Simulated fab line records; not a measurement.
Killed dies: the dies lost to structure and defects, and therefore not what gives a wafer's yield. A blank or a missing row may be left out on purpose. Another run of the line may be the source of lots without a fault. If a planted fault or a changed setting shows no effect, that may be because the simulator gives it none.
Matching of chambers -- flow nand_harc -- 4 sister chambers for NHARC_A_BONDPAD_CMP_29 on cmp-01
The step polishes SiCN, target thk 200 nm. 4 wafers are shown with their chamber, then 8 later ones without.

WAFERS, EACH WITH ITS CHAMBER
wafer,chamber,motor_current_A (A)
L856.3,2,11.7
L860.4,0,12.2
L860.5,1,10.1
L872.1,3,13.2

WAFERS WITH NO CHAMBER GIVEN
wafer,motor_current_A (A)
L872.3,12.0
L872.6,11.4
L877.1,11.4
L877.2,12.6
L877.6,10.6
L879.2,12.9
L879.5,12.0
L879.6,11.2

WHICH CHAMBER EACH WENT THROUGH
wafer,from the rows above,in truth
L872.3,can't be placed: 0 or 2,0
L872.6,can't be placed: 2 or 0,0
L877.1,can't be placed: 2 or 0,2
L877.2,can't be placed: 0 or 3 or 2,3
L877.6,can't be placed: 1 or 2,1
L879.2,can't be placed: 3 or 0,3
L879.5,can't be placed: 0 or 2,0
L879.6,can't be placed: 2 or 0 or 1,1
Placed correctly: 0 of 8. Not placeable from these rows: 8 (in 8, the candidates include the true chamber). Wrongly placed: 0.
How it was worked out, from the rows above alone: a wafer's distance from a chamber is the root of the sum, over the readings, of the square of ((its reading less the chamber's mean) divided by the reading's scatter). The wafer belongs to the nearest chamber; if the next one is less than 2 further off, it can't be placed. For every chamber, the mean is computed from those of its wafers that are shown. The scatter (one wafer shown for each chamber): square how far every hidden wafer sits from the nearest shown wafer, average those squares and take the square root.
